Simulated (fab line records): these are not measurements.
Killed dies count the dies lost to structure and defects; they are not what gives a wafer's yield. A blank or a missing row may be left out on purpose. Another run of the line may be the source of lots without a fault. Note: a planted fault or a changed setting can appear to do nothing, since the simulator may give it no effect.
Chamber matching ; flow nand harc ; 4 sister chambers for NHARC_P_GATE_ETCH_104 on rie diel-01
The step etches the open film in CF4/CHF3, target depth 60 nm. 16 wafers are shown with their chamber, then 8 later ones without.

== WAFERS, EACH WITH ITS CHAMBER ==
wafer;chamber;drypump motor current A (A);rf vpp V (V);rf fwd power W (W)
L074.1;3;5.0;371.0;494.3
L074.2;2;5.6;372.4;490.1
L074.5;2;5.6;374.0;490.2
L076.3;2;5.6;372.2;488.8
L076.4;3;5.0;370.8;494.5
L076.6;1;6.6;374.1;486.7
L077.1;0;6.1;370.2;489.2
L077.4;1;6.5;374.6;491.2
L077.5;1;6.5;374.0;491.0
L089.2;1;6.6;373.5;488.1
L089.3;3;5.0;371.4;494.8
L089.5;1;6.6;374.0;489.9
L088.3;1;6.6;374.0;488.2
L088.5;3;5.0;370.1;491.5
L088.6;2;5.6;373.6;488.2
L090.1;0;6.1;369.8;485.2

SIGNATURES (means of the wafers above)
reading;chamber 0;chamber 1;chamber 2;chamber 3;scatter within a chamber
drypump motor current A;6.100;6.567;5.600;5.000;0.0333
rf vpp V;370.000;374.033;373.050;370.825;0.572
rf fwd power W;487.200;489.183;489.325;493.775;1.69
Rule: for each reading, subtract the chamber's mean from the wafer's reading, divide by that reading's scatter and square the result; add these up over the readings and take the root, which gives the wafer's distance from the chamber. If the next closest chamber is less than 2 further off than the closest, the wafer can't be placed; otherwise it belongs to the closest. The scatter: take each reading less its chamber's mean, square it, sum over the shown wafers, divide by the number of wafers less the number of chambers, and take the root.

== WAFERS WHOSE CHAMBER IS MISSING ==
wafer;drypump motor current A (A);rf vpp V (V);rf fwd power W (W)
L090.2;6.5;374.1;489.5
L090.5;6.1;370.5;487.8
L092.1;5.6;373.5;490.2
L092.2;5.0;371.7;492.6
L092.3;6.1;370.2;487.7
L095.2;5.0;371.3;494.3
L095.4;6.5;372.1;491.1
L095.6;5.5;373.1;489.1

== THE CHAMBER EACH PASSED THROUGH ==
wafer;from the rows above;in truth
L090.2;1;1
L090.5;0;0
L092.1;2;2
L092.2;3;3
L092.3;0;0
L095.2;3;3
L095.4;1;1
L095.6;2;2
Placed correctly: 8 of 8. Can't be placed from these rows: 0. Placed wrongly: 0.
